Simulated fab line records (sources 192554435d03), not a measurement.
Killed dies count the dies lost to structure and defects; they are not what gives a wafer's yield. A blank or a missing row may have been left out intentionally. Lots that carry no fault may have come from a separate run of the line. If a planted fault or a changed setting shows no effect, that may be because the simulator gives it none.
A lot that was struck, set against a sound lot -- flow n5 finfet -- 38 steps out of a route of 1938
Sound: the wafers L300.1, L300.5, L300.6. Struck: wafer L295.1 (L295.3, L295.6, from the same lot, were not struck and are left out); the cause is given at the end.
At each step with rows: each side's tool, then ch and its chambers, then its first start. Under that, the readings that differ: sound wafers -- struck wafers -- difference of the means -- sigmas: that difference in standard deviations of wafers without a fault.
alike: words and numbers the same on both sides, and readings whose means are apart by under 2 such deviations; not compared: readings that were withheld, readings missing a value for some wafer, numbers with overlapping values and no deviation given by the record, and bounds like >300 which may hide the same value.
Wherever a step has rows on one side only, a row that says differs or no value, or a row with sigmas, the two part there. Non-overlapping numbers with no deviation appear without sigmas and do not part them. A reading missing from all wafers of one side parts the sides only when that side holds two or more wafers.

first, 9 steps without rows for these wafers: N5_BEOL_M4_ANNEAL_95 (time 240 s); N5_BEOL_M4_SPUTTER_96 (material Cu, target thk 4.5 nm, time 8.29 s); N5_BEOL_M4_ECD_50 (material Cu, target thk 300 nm); N5_BEOL_M4_ANNEAL_51 (time 90 s); N5_BEOL_M4_CMP_52 (polishes, stops on SiOC, t overpolish 6.8 s, target thk 40 nm); N5_BEOL_M4_PRE_CLEAN_60 (time 15 s); N5_BEOL_M4_CO_CAP_55 (material Co, precursor CCTBA/H2, target thk 2 nm, time 102.1 s); N5_BEOL_M4_PRE_CLEAN_56 (time 15 s); N5_BEOL_M4_DEP_57 (deposits SiCN from 3MS/NH3, target thk 8 nm, time 14 s).
N5_BEOL_M4_RC_MEAS_101:
  sound on prober-02 ch 0, day 14 18:13; struck on prober-01 ch 0, day 13 03:38
  alike: DIBL_N, DIBL_P, IOFF_N, IOFF_P, ION_N, ION_P, SS_N, SS_P, VT_N, VT_P
then, 24 steps without rows for these wafers: N5_BEOL_M5_ILD_DEP_00 (deposits SiCOH lowk from DEMS/porogen, target thk 140.64 nm, time 25.9 s); N5_BEOL_M5_CURE_79 (cures SiCOH lowk, time 240 s); N5_BEOL_M5_PECVD_70 (deposits SiO2 from TEOS/O2, target thk 16 nm, time 18 s); N5_BEOL_M5_HM_DEP_02 (deposits TiN, target thk 20 nm); N5_BEOL_M5_COAT_59 (time 60 s, resist thk 60 nm); N5_BEOL_M5_COAT_60 (time 60 s, resist thk 12 nm); N5_BEOL_M5_COAT_71 (time 60 s, resist thk 5 nm); N5_BEOL_M5_COAT_05 (resist thk 30 nm); N5_BEOL_M5_EBR_07; N5_BEOL_M5_SOFTBAKE_06 (time 60 s); N5_BEOL_M5_EXPOSE_08 (exposes mask M5, target cd 28 nm); N5_BEOL_M5_PEB_09 (peb time 60 s); N5_BEOL_M5_DEVELOP_10 (develop time 30 s); N5_BEOL_M5_DESCUM_16 (chemistry O2, time 7 s); N5_BEOL_M5_ETCH_72 (etches underlayer in N2/H2, target depth 6.5 nm, time 5.2 s); N5_BEOL_M5_ETCH_61 (etches SiARC in CF4, target depth 15.6 nm, time 26 s); N5_BEOL_M5_ETCH_62 (etches SOC in N2/H2, target depth 75 nm, overetch 15 nm, time 112.5 s); N5_BEOL_M5_STRIP_63 (strips in N2/H2); N5_BEOL_M5_STRIP_73 (strips in N2/H2); N5_BEOL_M5_STRIP_64 (strips in CF4); N5_BEOL_M5_HM_OPEN_17 (chemistry Cl2/BCl3, target TiN, target depth 20 nm, overetch 6 nm); N5_BEOL_M5_STRIP_19 (strips in O2); N5_BEOL_M5_COAT_65 (time 60 s, resist thk 60 nm); N5_BEOL_M5_COAT_66 (time 60 s, resist thk 12 nm).
N5_BEOL_M6_ILD_DEP_00: deposits SiCOH lowk from DEMS/porogen, target thk 179.75 nm, time 33.4 s.
  sound on pecvd-03 ch 1,2, day 15 05:20; struck on pecvd-02 ch 1, day 13 16:41
reading,sound,struck,difference,sigmas
model.SiCOH_lowk_of_BEOL_M6_ILD_DEP_00.thk nm (nm),179.4 180.8 177.6,76.6,-102.7,
  alike: heater power w, showerhead plenum p Torr, throttle valve pct
N5_BEOL_M6_THK_MEAS_01:
  sound on film metro-02, day 15 05:55; struck on film metro-02, day 13 17:28
reading,sound,struck,difference,sigmas
M6_ILD_THK (nm),154.8 155.9 153.0,65.6,-89.0,-47
N5_BEOL_M6_CMP_52: polishes, stops on SiCOH lowk, t overpolish 6.9 s, target thk 80 nm.
  sound on cmp-04 ch 2,3, day 15 14:57; struck on cmp-04 ch 2, day 14 01:02
reading,sound,struck,difference,sigmas
model.SiCOH_lowk_of_BEOL_M6_ILD_DEP_00.thk nm (nm),151.8 153 150,62.6,-89.0,
  alike: motor current A
-- a jump in the record: the struck wafers' starts before and after are 3 days apart (it breaks off in module BEOL_M6 and resumes in module PASSIVATION, where the first step shown is number 1936 of the route) --
N5_PASSIVATION_PROBE_49:
  sound on prober-02, day 19 02:46; struck on prober-01, day 17 10:00
reading,sound,struck,difference,sigmas
defect limited yield (%),93.3 93.6 90.6,0.2,-92.3,-66
killed_at_M4_up,15 7 9,1077,+1067,+99 or more
killed dies,79 75 111,1178,+1090,+64
killed on rim,10 13 21,152,+137,+33
killed short,26 24 30,44,+17,+2
sort_bin_5_function (%),4.5 3.6 5.3,6.4,+1.9,+2
sort n pass,1101 1105 1069,2,-1090,-64
sort yield pct (%),93.3 93.6 90.6,0.2,-92.3,-66
  alike: killed_at_M0_to_M3, killed at contacts, killed at front end, killed at other, killed open, sort_bin_6_memory

## WHERE THEY PART
First at N5_BEOL_M6_THK_MEAS_01; last, within this record, at N5_PASSIVATION_PROBE_49.

WHY: the cause the simulator had injected
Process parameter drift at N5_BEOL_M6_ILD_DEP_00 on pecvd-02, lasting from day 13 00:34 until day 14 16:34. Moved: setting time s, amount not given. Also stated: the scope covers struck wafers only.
